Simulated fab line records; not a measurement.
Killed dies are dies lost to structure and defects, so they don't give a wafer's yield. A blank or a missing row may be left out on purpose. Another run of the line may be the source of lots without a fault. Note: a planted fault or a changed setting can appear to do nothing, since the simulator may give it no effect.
fab line records | flow n5-finfet
record lots=13 | wafers=37 | last-day=19
route steps=1938 shown BEOL_M13@1690 BEOL_M14@1764
lots that met no fault: from a run of the same line without faults
start-h: the number of hours between the record's first day and the start of the first shown wafer of the lot | wait-h: hours elapsed since this lot's preceding step | " unchanged from the row above | L1.1+2: a row that stands for several wafers | - no value, or no start was given | * or withheld: withheld | < > ~ a bound
route shown NAME@n: a module of which the file shows steps, and the number in the route of the first | usual: average and standard deviation across the fault-free wafers | same: alike in all rows | chamber/n: place in a boat | sites: each site's reading | _std_site: the values' standard deviation | _edge_site: inner sites' mean taken away from outer sites' mean | radius-mm: how far each site lies from the wafer's centre | mask NAME#n: copy n | behind: the most recent tool/chamber to have shaped the wafer | hold: what put the lot on hold/how long, in hours/how the hold closed | device: which transistor (n, p or np) failed to switch | end of line: the same wafers' tests at the end of the route | a step given without rows: its recipe and nothing more | killed: the dies lost at the first sort to structure and to defects; this is not the yield of the wafer | map: the dies of a wafer, with x for killed, . for not killed, _ for no die there
set.NAME: the setting as run; set.NAME@STEP: as run at that earlier step | model.NAME: the simulator's own value behind a step, which no gauge read
one table for each step of the route and one row for each wafer, over a sample of lots
services: from which hour (start-h, from the record's first day; less than 0 if before it) a tool's chamber was out of use, for how many hours, and why
## steps
# step N5_BEOL_M13_OVL_MEAS_29
# recipe points-per-wafer=44
# usual M13_OVL=2/4.8
# same points-per-wafer=44
lot.wafer | tool       | chamber | start-h | wait-h | M13_OVL[nm]
L234.2    | overlay-01 | 0       | 256.88  | 0.0    | 7
L234.5    | "          | 0       | "       | "      | 1
L234.6    | "          | 0       | "       | "      | 4
L232.2    | overlay-01 | 0       | 258.78  | 0.0    | 7
L232.3    | "          | 0       | "       | "      | -2
L232.6    | "          | 0       | "       | "      | 4
L233.1    | overlay-02 | 0       | 259.27  | 0.0    | -2
L233.2    | "          | 0       | "       | "      | 1
L233.5    | "          | 0       | "       | "      | -5
L235.1    | overlay-02 | 0       | 271.15  | 0.0    | 3
L235.5    | "          | 0       | "       | "      | 3
L235.6    | "          | 0       | "       | "      | 2
L236.1    | overlay-01 | 0       | 271.19  | 0.0    | -5
L236.3    | "          | 0       | "       | "      | 1
L236.6    | "          | 0       | "       | "      | -5
L237.3    | overlay-01 | 0       | 271.57  | 0.0    | 5
L237.4    | "          | 0       | "       | "      | -10
L237.6    | "          | 0       | "       | "      | -3
L242.2    | overlay-01 | 0       | 307.29  | 0.0    | -3
L242.4    | "          | 0       | "       | "      | 6
L242.6    | "          | 0       | "       | "      | 4
L245.1    | overlay-01 | 0       | 327.25  | 0.0    | -3
L245.2    | "          | 0       | "       | "      | -1
L245.3    | "          | 0       | "       | "      | 0
L246.1    | overlay-01 | 0       | 341.45  | 0.0    | 8
L246.4    | "          | 0       | "       | "      | 8
L246.6    | "          | 0       | "       | "      | 4
L248.3    | overlay-01 | 0       | 354.63  | 0.0    | -1
L248.4    | "          | 0       | "       | "      | -9
L248.6    | "          | 0       | "       | "      | -4
L253.2    | overlay-02 | 0       | 411.42  | 0.0    | 7
L253.3    | "          | 0       | "       | "      | -4
L253.4    | "          | 0       | "       | "      | 7
L254.1    | overlay-01 | 0       | 411.59  | 0.0    | 3
L254.3    | "          | 0       | "       | "      | 9
L255.2    | overlay-02 | 0       | 411.96  | 0.0    | 1
L255.3    | "          | 0       | "       | "      | 7
# step N5_BEOL_M13_DEGAS_41
# recipe ambient=vacuum | temp-c=250 | time-s=60
# usual heater-power-w=331/31
lot.wafer | tool           | chamber | start-h | wait-h | heater-power-w
L234.2    | pvd-sputter-01 | -       | 258.37  | 0.5    | 350
L234.5    | "              | -       | "       | "      | 337
L234.6    | "              | -       | "       | "      | 369
L232.2    | pvd-sputter-02 | -       | 260.10  | 0.1    | 363
L232.3    | "              | -       | "       | "      | 330
L232.6    | "              | -       | "       | "      | 371
L233.1    | pvd-sputter-01 | -       | 260.32  | 0.0    | 352
L233.2    | "              | -       | "       | "      | 348
L233.5    | "              | -       | "       | "      | 289
L235.1    | pvd-sputter-03 | -       | 274.04  | 0.3    | 332
L235.5    | "              | -       | "       | "      | 297
L235.6    | "              | -       | "       | "      | 392
L237.3    | pvd-sputter-03 | -       | 290.27  | 0.2    | 292
L237.4    | "              | -       | "       | "      | 300
L237.6    | "              | -       | "       | "      | 330
L236.1    | pvd-sputter-02 | -       | 290.95  | 0.1    | 330
L236.3    | "              | -       | "       | "      | 362
L236.6    | "              | -       | "       | "      | 368
L242.2    | pvd-sputter-02 | -       | 309.78  | 0.5    | 312
L242.4    | "              | -       | "       | "      | 365
L242.6    | "              | -       | "       | "      | 335
L245.1    | pvd-sputter-02 | -       | 328.81  | 0.4    | 322
L245.2    | "              | -       | "       | "      | 329
L245.3    | "              | -       | "       | "      | 320
L246.1    | pvd-sputter-03 | -       | 343.90  | 0.3    | 330
L246.4    | "              | -       | "       | "      | 381
L246.6    | "              | -       | "       | "      | 380
L248.3    | pvd-sputter-02 | -       | 357.46  | 0.4    | 315
L248.4    | "              | -       | "       | "      | 369
L248.6    | "              | -       | "       | "      | 323
L253.2    | pvd-sputter-03 | -       | 413.46  | 0.5    | 325
L253.3    | "              | -       | "       | "      | 295
L253.4    | "              | -       | "       | "      | 288
L254.1    | pvd-sputter-02 | -       | 419.08  | 0.2    | 322
L254.3    | "              | -       | "       | "      | 335
L255.2    | pvd-sputter-03 | -       | 419.15  | 0.1    | 294
L255.3    | "              | -       | "       | "      | 332
# step N5_BEOL_M13_SPUTTER_44
# recipe material=Ta | target-thk-a=100 | temp-c=50 | bias-v=80 | power-w=15000 | chamber-pressure-pa=0.07 | time-s=16.13
# usual cathode-dc-power-W=15000/2.7 | throttle-valve-pct=30.2/1.2
lot.wafer | tool           | chamber | start-h | wait-h | cathode-dc-power-W | throttle-valve-pct
L234.2    | pvd-sputter-01 | -       | 258.53  | 0.0    | 15002              | 31.2
L234.5    | "              | -       | "       | "      | 15007              | 30.1
L234.6    | "              | -       | "       | "      | 14996              | 31.4
L232.2    | pvd-sputter-02 | -       | 260.26  | 0.0    | 14999              | 29.3
L232.3    | "              | -       | "       | "      | 14998              | 28.7
L232.6    | "              | -       | "       | "      | 15002              | 29.4
L233.1    | pvd-sputter-01 | -       | 260.48  | 0.0    | 14998              | 30.1
L233.2    | "              | -       | "       | "      | 14999              | 30.9
L233.5    | "              | -       | "       | "      | 15003              | 31.2
L235.1    | pvd-sputter-03 | -       | 274.20  | 0.0    | 15000              | 30.5
L235.5    | "              | -       | "       | "      | 15003              | 29.4
L235.6    | "              | -       | "       | "      | 15005              | 32.4
L237.3    | pvd-sputter-03 | -       | 290.43  | 0.0    | 15002              | 31.1
L237.4    | "              | -       | "       | "      | 15002              | 29.3
L237.6    | "              | -       | "       | "      | 14999              | 30.4
L236.1    | pvd-sputter-02 | -       | 291.11  | 0.0    | 15003              | 29.0
L236.3    | "              | -       | "       | "      | 14998              | 29.6
L236.6    | "              | -       | "       | "      | 14996              | 29.4
L242.2    | pvd-sputter-02 | -       | 309.94  | 0.0    | 15002              | 29.1
L242.4    | "              | -       | "       | "      | 15000              | 29.5
L242.6    | "              | -       | "       | "      | 15002              | 29.0
L245.1    | pvd-sputter-02 | -       | 328.97  | 0.0    | 14996              | 28.5
L245.2    | "              | -       | "       | "      | 14996              | 29.1
L245.3    | "              | -       | "       | "      | 14998              | 29.2
L246.1    | pvd-sputter-03 | -       | 344.06  | 0.0    | 14998              | 30.4
L246.4    | "              | -       | "       | "      | 15001              | 32.9
L246.6    | "              | -       | "       | "      | 14997              | 32.3
L248.3    | pvd-sputter-02 | -       | 357.62  | 0.0    | 14999              | 29.3
L248.4    | "              | -       | "       | "      | 14999              | 29.6
L248.6    | "              | -       | "       | "      | 15001              | 29.2
L253.2    | pvd-sputter-03 | -       | 413.62  | 0.0    | 15002              | 30.4
L253.3    | "              | -       | "       | "      | 15000              | 31.2
L253.4    | "              | -       | "       | "      | 15003              | 29.6
L254.1    | pvd-sputter-02 | -       | 419.24  | 0.0    | 14999              | 29.3
L254.3    | "              | -       | "       | "      | 14999              | 29.1
L255.2    | pvd-sputter-03 | -       | 419.31  | 0.0    | 14999              | 29.5
L255.3    | "              | -       | "       | "      | 15001              | 30.5
# step N5_BEOL_M14_SPUTTER_45
# recipe material=Cu | target-thk-a=1000 | temp-c=-20 | bias-v=60 | power-w=26000 | chamber-pressure-pa=0.13 | time-s=16.67
# usual cathode-dc-power-W=26000/4.9 | throttle-valve-pct=30.0/1.1
lot.wafer | tool           | chamber | start-h | wait-h | cathode-dc-power-W | throttle-valve-pct
L234.2    | pvd-sputter-02 | -       | 265.51  | 0.0    | 26003              | 29.4
L234.5    | "              | -       | "       | "      | 26000              | 29.5
L234.6    | "              | -       | "       | "      | 26002              | 29.2
L232.2    | pvd-sputter-03 | -       | 265.53  | 0.0    | 25996              | 32.9
L232.3    | "              | -       | "       | "      | 25995              | 31.2
L232.6    | "              | -       | "       | "      | 26002              | 30.5
L233.1    | pvd-sputter-01 | -       | 266.13  | 0.0    | 25997              | 30.0
L233.2    | "              | -       | "       | "      | 25997              | 31.0
L233.5    | "              | -       | "       | "      | 25997              | 31.0
L235.1    | pvd-sputter-02 | -       | 281.83  | 0.0    | 26000              | 29.4
L235.5    | "              | -       | "       | "      | 25994              | 28.8
L235.6    | "              | -       | "       | "      | 26005              | 29.6
L237.3    | pvd-sputter-02 | -       | 298.02  | 0.0    | 23740              | 29.0
L237.4    | "              | -       | "       | "      | 23739              | 29.3
L237.6    | "              | -       | "       | "      | 23733              | 28.5
L236.1    | pvd-sputter-02 | -       | 298.68  | 0.0    | 23736              | 28.6
L236.3    | "              | -       | "       | "      | 23730              | 29.5
L236.6    | "              | -       | "       | "      | 23736              | 29.5
L242.2    | pvd-sputter-03 | -       | 317.98  | 0.0    | 25997              | 29.2
L242.4    | "              | -       | "       | "      | 26005              | 32.8
L242.6    | "              | -       | "       | "      | 26005              | 30.7
L245.1    | pvd-sputter-01 | -       | 334.82  | 0.0    | 25998              | 30.0
L245.2    | "              | -       | "       | "      | 26001              | 31.1
L245.3    | "              | -       | "       | "      | 25999              | 31.1
L246.1    | pvd-sputter-03 | -       | 348.96  | 0.0    | 26000              | 30.3
L246.4    | "              | -       | "       | "      | 25996              | 30.8
L246.6    | "              | -       | "       | "      | 26004              | 32.5
L248.3    | pvd-sputter-01 | -       | 363.74  | 0.0    | 26004              | 30.8
L248.4    | "              | -       | "       | "      | 25992              | 31.2
L248.6    | "              | -       | "       | "      | 26002              | 31.0
L253.2    | pvd-sputter-03 | -       | 418.81  | 0.0    | 26002              | 32.3
L253.3    | "              | -       | "       | "      | 25995              | 29.6
L253.4    | "              | -       | "       | "      | 26000              | 30.3
L254.1    | pvd-sputter-01 | -       | 424.47  | 0.0    | 26000              | 30.2
L254.3    | "              | -       | "       | "      | 26002              | 31.2
L255.2    | pvd-sputter-01 | -       | 424.79  | 0.0    | 26004              | 29.8
L255.3    | "              | -       | "       | "      | 26003              | 31.3
## services
tool           | chamber | start-h | hours | kind
pvd-sputter-03 | -       | 294.50  | 0.8   | repair
pvd-sputter-03 | -       | 376.74  | 2.5   | repair
pvd-sputter-01 | -       | 396.40  | 1.4   | repair
pvd-sputter-02 | -       | 410.52  | 0.9   | repair
pvd-sputter-02 | -       | 415.84  | 1.9   | repair
pvd-sputter-01 | -       | 421.49  | 1.7   | repair
## key
first-sign step=N5_BEOL_M14_SPUTTER_45 | reading=cathode-dc-power-W | direction=down | sigmas=99+ | usual=* | struck=*
effect none on later readings
met-at N5_BEOL_M14_SPUTTER_45
struck-lots L236,L237
rows-end L236.1,L236.3,L236.6
not-acting-at N5_BEOL_M13_OVL_MEAS_29,N5_BEOL_M13_DEGAS_41,N5_BEOL_M13_SPUTTER_44
onset-between 281.83 298.02
fault kind=process-parameter-drift | tool=pvd-sputter-02 | chamber=- | onset-h=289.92 | steps=N5_BEOL_M14_SPUTTER_45 | channel=power-w | offset=* | shape=step | acts-in=* | stated=*
# rows-end: these wafers met a further fault down the route, and their rows from its step on are left out
